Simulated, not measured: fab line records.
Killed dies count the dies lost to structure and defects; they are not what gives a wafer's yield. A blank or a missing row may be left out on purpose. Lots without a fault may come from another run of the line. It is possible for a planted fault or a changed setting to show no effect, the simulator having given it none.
fab line records	flow nandHarc
[record] lots = 12	wafers = 36	lastDay = 34
route steps=1302 shown THIN_TSV@1265 END@1302
lots that met no fault: taken from a fault-free run of the same line
startH: hours from the record's first day to the start of the lot's first wafer shown	waitH: time in hours since the lot's previous step	" repeats the value in the row above	L1.1+2: a row that stands for several wafers	- no value, or no start given	* or withheld: withheld	< > ~ a bound
route shown NAME@n: NAME is a module with steps in the file, n the number in the route of the first one	usual: mean/standard deviation of fault-free wafers	same: alike in all rows	chamber/n: place in a boat	sites: the reading at each site	_std_site: how widely they spread, as a standard deviation	_edge_site: inner sites' mean taken away from outer sites' mean	radiusMm: for every site, how far away it sits from the centre of the wafer	mask NAME#n: copy n	behind: the most recent tool/chamber to have shaped the wafer	hold: why the lot went on hold/how many hours it stayed there/how the hold came to an end	device: which transistor (n, p or np) failed to switch	end of line: the route-end tests of the same wafers	a step without rows: its recipe alone	killed: at the first sort, the dies lost to defects and structure; wafer yield is something else	map: per-die view of a wafer (x killed, . not killed, _ where there is no die)
set.NAME: setting as actually run; set.NAME@STEP: the setting as run at that earlier step	model.NAME: the simulator's own value behind a step, which no gauge read
a sample of lots followed through the steps of the route, with each step as a table and each wafer as a row
services: when a tool's chamber went out of use (startH, in hours from the record's first day, below 0 if earlier), for how many hours, and the reason
[[steps]]
[step NHARC_THIN_TSV_STRIP_45]
[recipe] powerW = 1500	tempC = 250	chemistry = O2
[usual] drypumpMotorCurrentA = 5.9/0.43	heaterPowerW = 341/25	rfReflPowerW = 21/6.9
lot.wafer	tool	chamber	startH	waitH	drypumpMotorCurrentA	heaterPowerW	rfHoursCounterH	rfReflPowerW
L375.3	plasmaAsher-02	0	556.57	0.2	5.9	301	-	14
L375.6	"	0	"	"	5.9	304	-	14
L375.5	"	1	"	"	6.2	362	-	14
L381.2	plasmaAsher-01	1	610.56	0.1	5.3	363	17	30
L381.3	"	0	"	"	6.4	349	-	23
L381.5	"	1	"	"	5.3	370	-	30
L380.1	plasmaAsher-01	0	611.99	0.1	6.3	354	18	23
L380.5	"	0	"	"	6.3	336	-	23
L380.6	"	1	"	"	5.3	367	-	31
L383.1	plasmaAsher-02	1	646.89	0.1	6.3	358	6	15
L383.2	"	0	"	"	5.9	302	6	14
L383.4	"	0	"	"	5.9	302	-	13
L388.1	plasmaAsher-01	0	678.90	0.1	6.3	336	33	23
L388.3	"	0	"	"	6.3	345	-	23
L388.6	"	1	"	"	5.3	370	-	29
L391.2	plasmaAsher-01	1	752.58	0.1	5.3	352	7	30
L391.6	"	0	"	"	6.4	357	-	23
L391.5	"	1	"	"	5.3	355	-	31
L392.2	plasmaAsher-01	0	754.00	0.1	6.4	362	8	23
L392.4	"	0	"	"	6.4	362	-	23
L392.6	"	1	"	"	5.3	364	-	30
L396.2	plasmaAsher-02	0	755.05	0.1	5.9	300	28	14
L396.5	"	0	"	"	5.9	292	-	14
L396.6	"	1	"	"	6.3	358	-	15
L394.1	plasmaAsher-02	0	757.36	0.1	5.9	300	29	14
L394.4	"	1	"	"	6.3	340	-	15
L394.6	"	0	"	"	5.9	297	-	14
L395.1	plasmaAsher-01	0	758.57	0.1	6.4	349	10	24
L395.4	"	0	"	"	6.4	354	-	23
L395.5	"	1	"	"	5.3	357	-	31
L397.1	plasmaAsher-01	1	775.94	0.1	5.3	364	14	31
L397.4	"	1	"	"	5.3	349	-	32
L397.3	"	0	"	"	6.4	363	-	23
L398.1	plasmaAsher-02	1	789.54	0.1	6.3	343	0	14
L398.2	"	0	"	"	5.9	290	0	14
L398.5	"	1	"	"	6.2	349	-	14
[step NHARC_THIN_TSV_CD_MEAS_33]
[recipe] targetCdNm = 5000	landingEnergyEv = 500
[usual] cdNm = 4999.7/2.2
lot.wafer	tool	chamber	startH	waitH	cdNm
L375.3	cdSem-02	0	561.36	-	5002.2
L375.5	"	0	"	"	5000.9
L375.6	"	0	"	"	5001.9
L381.2	cdSem-01	0	615.44	-	5001.8
L381.3	"	0	"	"	5003.0
L381.5	"	0	"	"	5003.0
L380.1	cdSem-02	0	616.84	-	4998.5
L380.5	"	0	"	"	4997.1
L380.6	"	0	"	"	4998.2
L383.1	cdSem-03	0	651.78	-	5002.2
L383.2	"	0	"	"	5002.9
L383.4	"	0	"	"	5001.2
L388.1	cdSem-03	0	683.85	-	5002.3
L388.3	"	0	"	"	4999.0
L388.6	"	0	"	"	4997.9
L391.2	cdSem-01	0	757.46	-	4999.9
L391.5	"	0	"	"	4998.5
L391.6	"	0	"	"	4998.1
L392.2	cdSem-02	0	758.68	-	4999.3
L392.4	"	0	"	"	4998.7
L392.6	"	0	"	"	4999.8
L396.2	cdSem-02	0	759.94	-	4999.7
L396.5	"	0	"	"	5000.7
L396.6	"	0	"	"	5001.4
L394.1	cdSem-01	0	762.24	-	4997.7
L394.4	"	0	"	"	5002.7
L394.6	"	0	"	"	5002.0
L395.1	cdSem-03	0	763.54	-	4999.6
L395.4	"	0	"	"	4999.3
L395.5	"	0	"	"	4999.5
L397.1	cdSem-01	0	780.91	-	4999.3
L397.3	"	0	"	"	4999.8
L397.4	"	0	"	"	4998.5
L398.1	cdSem-02	0	794.55	-	4999.6
L398.2	"	0	"	"	5002.6
L398.5	"	0	"	"	5000.9
[step NHARC_THIN_TSV_DESCUM_35]
[recipe] timeS = 3	o2FlowSccm = 200	arFlowSccm = 0	biasPowerW = 0	chemistry = O2
[usual] drypumpMotorCurrentA = 5.8/0.64	oesProductAu = 0.997/0.0082	rfVppV = 57.9/0.84	showerheadPlenumPTorr = 1.92/0.076	throttleValvePct = 11.310/0.009
lot.wafer	tool	chamber	startH	waitH	drypumpMotorCurrentA	oesProductAu	rfHoursCounterH	rfVppV	showerheadPlenumPTorr	throttleValvePct
L375.3	rieDiel-11	1	561.51	-	5.9	0.994	6.2	56.5	1.82	11.301
L375.5	"	1	"	"	5.8	0.993	-	57.7	1.82	11.311
L375.6	"	2	"	"	5.5	0.999	-	57.3	1.87	11.332
L381.3	rieDiel-10	2	615.62	-	6.1	0.996	1.0	57.2	1.88	11.311
L381.2	"	3	"	"	6.2	1.001	0.8	57.9	1.97	11.310
L381.5	"	1	"	"	6.5	1.008	-	58.2	1.86	11.305
L380.1	rieDiel-10	1	617.00	-	6.4	1.006	1.2	58.0	1.86	11.312
L380.6	"	1	"	"	6.5	1.008	-	58.6	1.86	11.311
L380.5	"	2	"	"	6.1	0.993	-	57.3	1.88	11.316
L383.2	rieDiel-11	0	651.95	-	6.7	1.004	2.2	57.8	2.04	11.322
L383.4	"	2	"	"	5.5	1.006	2.4	56.0	1.87	11.318
L383.1	"	3	"	"	6.4	0.997	2.0	57.2	1.92	11.315
L388.3	rieDiel-11	1	684.01	-	5.9	1.002	4.3	56.6	1.82	11.324
L388.1	"	3	"	"	6.5	0.999	3.9	57.9	1.92	11.311
L388.6	"	2	"	"	5.5	1.010	-	57.0	1.87	11.317
L391.2	rieDiel-10	2	757.62	-	6.1	0.996	8.3	57.2	1.88	11.306
L391.6	"	2	"	"	6.1	0.993	-	57.8	1.88	11.307
L391.5	"	3	"	"	6.2	1.007	-	59.5	1.96	11.316
L392.2	rieDiel-11	2	758.84	-	5.5	0.992	7.2	58.8	1.87	11.315
L392.4	"	0	"	"	6.7	1.011	6.3	57.6	2.04	11.306
L392.6	"	3	"	"	6.4	0.988	-	58.1	1.92	11.333
L396.2	rieDiel-11	0	760.11	-	6.6	0.993	6.4	58.6	2.04	11.304
L396.6	"	3	"	"	6.4	0.989	-	57.1	1.91	11.308
L396.5	"	0	"	"	6.7	1.004	-	59.2	2.04	11.318
L394.4	rieDiel-10	2	762.40	-	6.1	0.988	9.2	58.4	1.88	11.313
L394.1	"	1	"	"	6.4	0.992	10.5	57.1	1.86	11.303
L394.6	"	3	"	"	6.2	1.008	-	57.8	1.96	11.326
L395.1	rieDiel-11	2	763.71	-	5.5	1.005	7.6	56.2	1.87	11.301
L395.4	"	0	"	"	6.6	0.997	6.8	58.2	2.04	11.302
L395.5	"	1	"	"	5.8	0.986	-	58.6	1.82	11.333
L397.3	rieDiel-11	3	781.07	-	6.4	1.004	7.7	57.5	1.91	11.303
L397.4	"	1	"	"	5.8	0.986	8.6	57.6	1.82	11.321
L397.1	"	2	"	"	5.5	0.996	8.2	57.4	1.87	11.307
L398.1	rieDiel-09	1	794.71	-	5.5	0.990	10.6	57.9	1.82	11.308
L398.2	"	0	"	"	5.0	1.001	11.0	58.9	1.99	11.305
L398.5	"	0	"	"	5.0	1.005	-	57.6	1.99	11.316
[step NHARC_THIN_TSV_ANNEAL_58]
[recipe] tempC = 400	timeS = 1800
[usual] runLengthS = 1833/8.3	spikeTcBottomC = 423.1/3	spikeTcCentreC = 399.9/1	zonePowerTopPct = 11.7/0.88
lot.wafer	tool	chamber	startH	waitH	runLengthS	spikeTcBottomC	spikeTcCentreC	zonePowerTopPct
L375.3	furnace-02	0	565.94	3.1	1836	419.9	402.0	10.6
L375.5	"	0	"	"	1836	419.9	399.7	10.5
L375.6	"	0	"	"	1836	420.2	401.2	10.7
L380.1	furnace-06	0	619.95	1.7	1837	422.4	400.3	12.9
L380.5	"	0	"	"	1837	421.6	400.2	12.7
L380.6	"	0	"	"	1837	423.4	400.7	12.6
L381.2	furnace-06	0	619.95	3.1	1831	424.1	398.9	12.6
L381.3	"	0	"	"	1831	423.7	398.3	12.8
L381.5	"	0	"	"	1831	425.2	398.8	12.6
L383.1	furnace-02	0	656.37	3.1	1837	420.7	400.1	10.6
L383.2	"	0	"	"	1837	420.4	398.8	10.6
L383.4	"	0	"	"	1837	419.0	400.7	10.6
L388.1	furnace-02	0	688.46	3.1	1836	420.0	399.8	10.4
L388.3	"	0	"	"	1836	422.3	399.9	10.6
L388.6	"	0	"	"	1836	420.0	400.8	10.7
L391.2	furnace-07	-	762.11	3.2	-	-	-	-
L391.5	"	-	"	"	-	-	-	-
L391.6	"	-	"	"	-	-	-	-
L392.2	furnace-07	-	762.11	2.0	-	-	-	-
L392.4	"	-	"	"	-	-	-	-
L392.6	"	-	"	"	-	-	-	-
L396.2	furnace-07	0	762.11	0.7	1821	427.5	399.7	11.9
L396.5	"	0	"	"	1821	427.3	398.5	11.8
L396.6	"	0	"	"	1821	429.0	398.2	12.0
L394.1	furnace-06	-	766.75	3.1	-	-	-	-
L394.4	"	-	"	"	-	-	-	-
L394.6	"	-	"	"	-	-	-	-
L395.1	furnace-06	0	766.75	1.8	1830	424.6	398.7	12.5
L395.4	"	0	"	"	1830	423.3	399.8	12.6
L395.5	"	0	"	"	1830	422.6	399.0	12.4
L397.1	furnace-02	0	785.57	3.2	1851	418.9	400.9	10.6
L397.3	"	0	"	"	1851	418.5	400.9	10.6
L397.4	"	0	"	"	1851	418.4	399.3	10.7
L398.1	furnace-06	0	799.09	3.1	1833	424.8	399.7	12.6
L398.2	"	0	"	"	1833	424.5	400.3	12.6
L398.5	"	0	"	"	1833	423.8	400.2	12.6
[step NHARC_END_SORT_01]
[recipe] tempC = 25
[usual] defectLimitedYield = 91/3.5	killedAtArray = 59/24	killedAtOther = 0.7/1.2	killedAtPeriphery = 3.5/2.6	killedDies = 63/24	killedOpen = 3.2/2.1	killedShort = 2.4/1.5
[same] grossDies = 677
lot.wafer	tool	chamber	startH	waitH	defectLimitedYield[%]	killedAtArray	killedAtOther	killedAtPeriphery	killedDies	killedOpen	killedShort
L375.3	prober-01	0	571.97	3.1	90	61	4	2	67	4	3
L375.5	prober-01	0	573.56	3.7	88	77	2	2	81	3	2
L375.6	prober-01	0	574.36	4.0	89	70	3	2	75	2	4
L380.1	prober-02	0	624.46	2.5	90	63	0	3	66	5	2
L380.5	prober-02	0	627.66	3.7	90	61	1	6	68	6	3
L380.6	prober-02	0	628.46	4.0	90	65	0	6	71	4	7
L381.2	prober-01	0	625.23	2.8	86	95	2	1	98	2	3
L381.3	prober-01	0	626.03	3.1	83	112	0	2	114	1	5
L381.5	prober-01	0	627.62	3.7	83	108	6	1	115	3	0
L383.1	prober-02	0	660.89	2.5	88	74	0	4	78	4	9
L383.2	prober-02	0	661.70	2.8	87	80	0	7	87	5	3
L383.4	prober-02	0	663.31	3.4	87	82	1	6	89	3	4
L388.1	prober-02	0	693.00	2.5	95	30	2	1	33	1	2
L388.3	prober-02	0	694.62	3.1	96	30	0	0	30	2	3
L388.6	prober-02	0	697.06	4.1	95	27	0	6	33	3	5
L392.2	prober-01	0	767.38	2.8	95	30	1	5	36	8	1
L392.4	prober-01	0	768.97	3.4	93	43	0	2	45	1	2
L392.6	prober-01	0	770.57	4.0	93	41	1	3	45	4	2
L391.2	prober-02	0	767.40	2.8	89	71	0	2	73	7	1
L391.5	prober-02	0	769.80	3.7	88	76	0	3	79	3	0
L391.6	prober-02	0	770.60	4.0	88	77	0	3	80	4	4
L395.1	prober-02	0	774.40	2.5	89	67	0	5	72	8	3
L395.4	prober-02	0	776.81	3.4	88	76	0	6	82	4	0
L395.5	prober-02	0	777.62	3.7	91	57	0	3	60	1	0
L396.2	prober-01	0	775.17	2.8	97	15	0	4	19	0	2
L396.5	prober-01	0	777.61	3.7	97	18	0	1	19	3	0
L396.6	prober-01	0	778.42	4.1	96	23	0	2	25	3	2
L394.1	prober-02	0	782.24	2.5	95	29	1	3	33	1	1
L394.4	prober-02	0	784.63	3.4	92	44	3	6	53	5	3
L394.6	prober-02	0	786.22	4.0	92	48	6	3	57	0	4
L397.1	prober-01	0	790.12	2.6	90	68	0	1	69	3	0
L397.3	prober-01	0	791.70	3.1	89	68	1	3	72	2	2
L397.4	prober-01	0	792.50	3.4	88	74	2	6	82	1	1
L398.1	prober-02	0	803.54	2.5	91	54	2	2	58	1	3
L398.2	prober-02	0	804.35	2.8	94	41	1	2	44	1	3
L398.5	prober-02	0	806.77	3.7	93	46	0	2	48	3	3
// killed by level:class
L375.3 A_CHANNEL_HOLE_D2:chamberFilmFlake=23 A_CHANNEL_HOLE_D1:chamberFilmFlake=22 A_STAIRCASE:chamberFilmFlake=4 THIN_TSV:chamberFilmFlake=4 A_SLIT:chamberFilmFlake=3 P_M1:geometricParticle:open=1 A_SOURCE_PLATE:geometricParticle:short=1 A_CHANNEL_HOLE_D1:geometricParticle:open=1
L375.5 A_CHANNEL_HOLE_D1:chamberFilmFlake=38 A_CHANNEL_HOLE_D2:chamberFilmFlake=24 A_CONTACT:chamberFilmFlake=3 A_WL_FILL:chamberFilmFlake=2 A_STAIRCASE:chamberFilmFlake=2 THIN_TSV:chamberFilmFlake=2 A_CHANNEL_HOLE_D1:geometricParticle:short=1 A_DECK1_JOINT:geometricParticle:open=1
L375.6 A_CHANNEL_HOLE_D2:chamberFilmFlake=34 A_CHANNEL_HOLE_D1:chamberFilmFlake=25 A_STAIRCASE:chamberFilmFlake=3 THIN_TSV:chamberFilmFlake=3 A_SLIT:chamberFilmFlake=2 P_GATE:geometricParticle:open=1 P_CONTACT:geometricParticle:short=1 A_CHANNEL_FILL_D2:geometricParticle:short=1
L380.1 A_CHANNEL_HOLE_D1:chamberFilmFlake=24 A_CHANNEL_HOLE_D2:chamberFilmFlake=21 A_SGD_CUT:chamberFilmFlake=5 P_BONDPAD:chamberFilmFlake=2 A_SLIT:chamberFilmFlake=2 A_WL_FILL:chamberFilmFlake=2 P_GATE:geometricParticle:open=1 A_ONON_D1:geometricParticle:open=1
L381.2 A_CHANNEL_HOLE_D1:chamberFilmFlake=33 A_CHANNEL_HOLE_D2:chamberFilmFlake=27 A_SLIT:chamberFilmFlake=23 A_CONTACT:chamberFilmFlake=4 A_CHANNEL_FILL_D2:geometricParticle:short=2 A_BONDPAD:chamberFilmFlake=2 THIN_TSV:chamberFilmFlake=2 A_SOURCE_PLATE:geometricParticle:open=1
L381.3 A_CHANNEL_HOLE_D2:chamberFilmFlake=37 A_SLIT:chamberFilmFlake=31 A_CHANNEL_HOLE_D1:chamberFilmFlake=30 A_ONON_D1:geometricParticle:short=3 A_M1:chamberFilmFlake=3 A_BONDPAD:chamberFilmFlake=2 P_CONTACT:geometricParticle:open=1 P_M0:geometricParticle:short=1
L381.5 A_CHANNEL_HOLE_D2:chamberFilmFlake=41 A_SLIT:chamberFilmFlake=29 A_CHANNEL_HOLE_D1:chamberFilmFlake=28 THIN_TSV:chamberFilmFlake=6 A_ZERO_WELL:chamberFilmFlake=4 A_STAIRCASE:chamberFilmFlake=2 P_STI:geometricParticle:open=1 A_ONON_D2:geometricParticle:open=1
L380.5 A_CHANNEL_HOLE_D2:chamberFilmFlake=27 A_CHANNEL_HOLE_D1:chamberFilmFlake=21 P_BONDPAD:chamberFilmFlake=3 A_SGD_CUT:chamberFilmFlake=3 P_M0:geometricParticle:open=2 A_CHANNEL_FILL_D1:geometricParticle:open=1 A_CHANNEL_FILL_D1:geometricParticle:short=1 A_ONON_D2:geometricParticle:open=1
L380.6 A_CHANNEL_HOLE_D2:chamberFilmFlake=26 A_CHANNEL_HOLE_D1:chamberFilmFlake=23 A_CHANNEL_FILL_D1:geometricParticle:short=3 A_CHANNEL_FILL_D2:chamberFilmFlake=3 A_SGD_CUT:chamberFilmFlake=3 P_GATE:geometricParticle:open=2 A_WL_FILL:geometricParticle:short=2 A_STAIRCASE:chamberFilmFlake=2
L383.1 A_CHANNEL_HOLE_D1:chamberFilmFlake=27 A_SLIT:chamberFilmFlake=25 A_CHANNEL_HOLE_D2:chamberFilmFlake=7 A_ONON_D2:geometricParticle:short=3 A_DECK1_JOINT:geometricParticle:short=2 P_CONTACT:geometricParticle:short=1 A_CHANNEL_FILL_D1:geometricParticle:short=1 A_DECK1_JOINT:geometricParticle:open=1
L383.2 A_CHANNEL_HOLE_D1:chamberFilmFlake=32 A_SLIT:chamberFilmFlake=31 A_CHANNEL_HOLE_D2:chamberFilmFlake=7 A_ONON_D2:geometricParticle:short=2 P_CONTACT:chamberFilmFlake=2 P_GATE:geometricParticle:open=1 P_GATE:geometricParticle:short=1 P_CONTACT:geometricParticle:open=1
L383.4 A_CHANNEL_HOLE_D1:chamberFilmFlake=39 A_SLIT:chamberFilmFlake=21 A_CHANNEL_HOLE_D2:chamberFilmFlake=9 A_CONTACT:chamberFilmFlake=3 A_CHANNEL_HOLE_D1:geometricParticle:short=3 P_ZERO_WELL:chamberFilmFlake=2 P_CONTACT:chamberFilmFlake=2 P_M0:geometricParticle:short=1
L388.1 A_CHANNEL_HOLE_D1:chamberFilmFlake=12 A_CONTACT:chamberFilmFlake=6 A_CHANNEL_FILL_D1:chamberFilmFlake=2 A_CHANNEL_FILL_D2:chamberFilmFlake=2 A_STAIRCASE:chamberFilmFlake=2 A_SLIT:chamberFilmFlake=2 A_ONON_D1:geometricParticle:short=1 A_SGD_CUT:geometricParticle:short=1
L388.3 A_CHANNEL_HOLE_D1:chamberFilmFlake=11 A_SLIT:chamberFilmFlake=4 A_CONTACT:chamberFilmFlake=4 A_M0:geometricParticle:short=2 A_STAIRCASE:chamberFilmFlake=2 A_SOURCE_PLATE:geometricParticle:open=1 A_ONON_D1:geometricParticle:short=1 A_ONON_D1:geometricParticle:open=1
L388.6 A_CHANNEL_HOLE_D1:chamberFilmFlake=12 A_DECK1_JOINT:geometricParticle:short=3 A_CONTACT:chamberFilmFlake=3 P_ZERO_WELL:chamberFilmFlake=2 P_STI:chamberFilmFlake=2 A_STAIRCASE:chamberFilmFlake=2 P_GATE:geometricParticle:open=1 A_ONON_D1:geometricParticle:open=1
L392.2 A_SGD_CUT:chamberFilmFlake=7 A_CHANNEL_HOLE_D1:chamberFilmFlake=5 A_STAIRCASE:chamberFilmFlake=5 P_GATE:chamberFilmFlake=3 A_SLIT:chamberFilmFlake=3 A_ONON_D2:geometricParticle:open=2 A_M0:geometricParticle:open=2 A_WL_FILL:chamberFilmFlake=2
L391.2 A_CHANNEL_HOLE_D1:chamberFilmFlake=32 A_CHANNEL_HOLE_D2:chamberFilmFlake=22 A_CONTACT:chamberFilmFlake=7 A_SLIT:chamberFilmFlake=3 P_M2:geometricParticle:short=1 A_CHANNEL_HOLE_D1:geometricParticle:open=1 A_CHANNEL_FILL_D1:geometricParticle:open=1 A_ONON_D2:geometricParticle:open=1
L392.4 A_CHANNEL_HOLE_D1:chamberFilmFlake=14 A_SLIT:chamberFilmFlake=9 A_STAIRCASE:chamberFilmFlake=8 A_SGD_CUT:chamberFilmFlake=3 A_CONTACT:chamberFilmFlake=2 A_CHANNEL_HOLE_D1:geometricParticle:open=1 A_ONON_D2:geometricParticle:short=1 A_WL_FILL:geometricParticle:short=1
L391.5 A_CHANNEL_HOLE_D1:chamberFilmFlake=37 A_CHANNEL_HOLE_D2:chamberFilmFlake=23 A_CONTACT:chamberFilmFlake=8 A_SLIT:chamberFilmFlake=4 P_GATE:chamberFilmFlake=3 A_ONON_D2:geometricParticle:open=1 A_WL_FILL:geometricParticle:open=1 A_CONTACT:geometricParticle:open=1
L392.6 A_CHANNEL_HOLE_D1:chamberFilmFlake=11 A_STAIRCASE:chamberFilmFlake=9 A_SLIT:chamberFilmFlake=5 A_SGD_CUT:chamberFilmFlake=3 A_WL_FILL:chamberFilmFlake=3 A_CHANNEL_FILL_D1:chamberFilmFlake=2 P_CONTACT:geometricParticle:short=1 A_ONON_D1:geometricParticle:open=1
L391.6 A_CHANNEL_HOLE_D1:chamberFilmFlake=33 A_CHANNEL_HOLE_D2:chamberFilmFlake=27 A_CONTACT:chamberFilmFlake=6 A_SLIT:chamberFilmFlake=4 A_M0:geometricParticle:open=2 P_GATE:chamberFilmFlake=2 P_BONDPAD:geometricParticle:short=1 A_ONON_D1:geometricParticle:short=1
L395.1 A_SLIT:chamberFilmFlake=23 A_CHANNEL_HOLE_D1:chamberFilmFlake=17 A_CHANNEL_HOLE_D2:chamberFilmFlake=13 A_STAIRCASE:chamberFilmFlake=3 P_CONTACT:geometricParticle:open=2 A_M0:geometricParticle:open=2 A_CONTACT:chamberFilmFlake=2 P_CONTACT:geometricParticle:short=1
L396.2 A_SLIT:chamberFilmFlake=5 A_CHANNEL_HOLE_D1:unspecified=3 A_CONTACT:chamberFilmFlake=3 P_CONTACT:geometricParticle:short=1 A_SGD_CUT:geometricParticle:short=1 P_STI:chamberFilmFlake=1 P_CONTACT:chamberFilmFlake=1 P_M1:chamberFilmFlake=1
L395.4 A_SLIT:chamberFilmFlake=26 A_CHANNEL_HOLE_D2:chamberFilmFlake=22 A_STAIRCASE:chamberFilmFlake=10 A_CHANNEL_HOLE_D1:chamberFilmFlake=8 A_BONDPAD:chamberFilmFlake=3 A_CHANNEL_FILL_D2:geometricParticle:open=2 P_STI:chamberFilmFlake=2 P_M0:chamberFilmFlake=2
L396.5 A_SLIT:chamberFilmFlake=3 A_CHANNEL_HOLE_D1:chamberFilmFlake=2 A_STAIRCASE:chamberFilmFlake=2 A_CONTACT:chamberFilmFlake=2 A_M1:chamberFilmFlake=2 A_SOURCE_PLATE:geometricParticle:open=1 A_ONON_D2:geometricParticle:open=1 A_CHANNEL_HOLE_D2:geometricParticle:open=1
L395.5 A_SLIT:chamberFilmFlake=23 A_CHANNEL_HOLE_D2:chamberFilmFlake=14 A_CHANNEL_HOLE_D1:chamberFilmFlake=9 A_STAIRCASE:chamberFilmFlake=6 A_CONTACT:chamberFilmFlake=2 A_CHANNEL_FILL_D2:geometricParticle:open=1 P_ZERO_WELL:chamberFilmFlake=1 P_STI:chamberFilmFlake=1
L396.6 A_SLIT:chamberFilmFlake=9 A_CONTACT:chamberFilmFlake=3 P_STI:chamberFilmFlake=2 A_ZERO_WELL:chamberFilmFlake=2 A_CHANNEL_HOLE_D2:chamberFilmFlake=2 A_M1:chamberFilmFlake=2 A_CHANNEL_FILL_D1:geometricParticle:short=1 A_CHANNEL_FILL_D2:geometricParticle:open=1
L394.1 A_CHANNEL_HOLE_D1:chamberFilmFlake=10 A_CONTACT:chamberFilmFlake=6 A_STAIRCASE:chamberFilmFlake=5 A_BONDPAD:chamberFilmFlake=3 P_ZERO_WELL:chamberFilmFlake=2 A_SLIT:chamberFilmFlake=2 A_CHANNEL_FILL_D2:geometricParticle:short=1 A_CONTACT:geometricParticle:open=1
L394.4 A_CHANNEL_HOLE_D1:chamberFilmFlake=15 A_CONTACT:chamberFilmFlake=9 A_STAIRCASE:chamberFilmFlake=8 A_SLIT:chamberFilmFlake=4 THIN_TSV:chamberFilmFlake=3 P_GATE:geometricParticle:open=1 A_SOURCE_PLATE:geometricParticle:open=1 A_DECK1_JOINT:geometricParticle:short=1
L394.6 A_CHANNEL_HOLE_D1:chamberFilmFlake=13 A_CONTACT:chamberFilmFlake=11 A_SLIT:chamberFilmFlake=8 A_STAIRCASE:chamberFilmFlake=7 THIN_TSV:chamberFilmFlake=6 P_ZERO_WELL:chamberFilmFlake=3 A_CHANNEL_HOLE_D2:chamberFilmFlake=3 A_BONDPAD:chamberFilmFlake=2
L397.1 A_SLIT:chamberFilmFlake=27 A_CHANNEL_HOLE_D1:chamberFilmFlake=16 A_CHANNEL_HOLE_D2:chamberFilmFlake=14 A_CONTACT:chamberFilmFlake=3 A_DECK1_JOINT:chamberFilmFlake=2 A_CHANNEL_FILL_D2:chamberFilmFlake=2 A_DECK1_JOINT:geometricParticle:open=1 A_WL_FILL:geometricParticle:open=1
L397.3 A_SLIT:chamberFilmFlake=27 A_CHANNEL_HOLE_D2:chamberFilmFlake=24 A_CHANNEL_HOLE_D1:chamberFilmFlake=11 A_CONTACT:chamberFilmFlake=3 P_STI:chamberFilmFlake=2 P_M0:geometricParticle:short=1 A_WL_FILL:geometricParticle:short=1 A_WL_FILL:geometricParticle:open=1
L397.4 A_SLIT:chamberFilmFlake=37 A_CHANNEL_HOLE_D2:chamberFilmFlake=23 A_CHANNEL_HOLE_D1:chamberFilmFlake=8 P_STI:chamberFilmFlake=4 A_CONTACT:chamberFilmFlake=2 THIN_TSV:chamberFilmFlake=2 P_M0:geometricParticle:short=1 A_WL_FILL:geometricParticle:open=1
L398.1 A_CHANNEL_HOLE_D2:chamberFilmFlake=28 A_SLIT:chamberFilmFlake=13 A_CHANNEL_FILL_D1:chamberFilmFlake=4 A_SGD_CUT:chamberFilmFlake=3 P_STI:chamberFilmFlake=2 THIN_TSV:chamberFilmFlake=2 A_DECK1_JOINT:geometricParticle:short=1 A_ONON_D2:geometricParticle:short=1
L398.2 A_CHANNEL_HOLE_D2:chamberFilmFlake=22 A_SLIT:chamberFilmFlake=7 A_SGD_CUT:chamberFilmFlake=3 A_STAIRCASE:chamberFilmFlake=2 P_CONTACT:geometricParticle:short=1 A_CHANNEL_HOLE_D1:geometricParticle:short=1 A_CHANNEL_FILL_D2:geometricParticle:open=1 A_M0:geometricParticle:short=1
L398.5 A_CHANNEL_HOLE_D2:chamberFilmFlake=27 A_SLIT:chamberFilmFlake=6 A_CHANNEL_FILL_D2:chamberFilmFlake=3 A_CHANNEL_HOLE_D1:chamberFilmFlake=2 P_CONTACT:geometricParticle:short=1 A_DECK1_JOINT:geometricParticle:open=1 A_WL_FILL:geometricParticle:short=1 A_WL_FILL:geometricParticle:open=1
[[services]]
tool	chamber	startH	hours	kind
rieDiel-09	1	561.67	5.5	repair
furnace-02	-	567.03	26.0	pm
rieDiel-09	-	591.66	0.4	repair
rieDiel-10	-	596.54	9.0	pm
plasmaAsher-02	-	603.24	9.0	pm
rieDiel-09	3	604.89	21.3	repair
rieDiel-11	1	606.28	1.9	repair
rieDiel-11	-	609.50	9.0	pm
rieDiel-09	1	631.41	3.5	repair
rieDiel-10	0	636.92	3.0	repair
rieDiel-09	3	650.43	4.0	repair
furnace-06	-	656.00	26.0	pm
rieDiel-09	-	674.10	9.0	pm
rieDiel-11	0	680.00	9.6	repair
plasmaAsher-01	-	696.00	9.0	pm
rieDiel-09	-	701.47	0.4	repair
rieDiel-09	3	704.60	5.7	repair
rieDiel-11	-	738.50	0.1	repair
rieDiel-09	2	751.74	38.9	repair
furnace-07	-	769.55	7.8	repair
rieDiel-10	-	773.54	9.0	pm
plasmaAsher-02	-	780.24	9.0	pm
rieDiel-11	-	786.50	9.0	pm
rieDiel-10	2	797.34	9.7	repair
[[key]]
[firstSign] step = NHARC_THIN_TSV_ANNEAL_58	reading = toolRecord	direction = missing
effect none on later readings
metAt NHARC_THIN_TSV_ANNEAL_58
struckLots L391,L392,L394
notActingAt NHARC_THIN_TSV_STRIP_45,NHARC_THIN_TSV_CD_MEAS_33,NHARC_THIN_TSV_DESCUM_35
onsetBetween 619.95 762.11
[fault] kind = skippedStepWhole	tool = furnace-06,furnace-07	chamber = -	onsetH = 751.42	steps = NHARC_THIN_TSV_ANNEAL_58	scope = struckLotsOnly
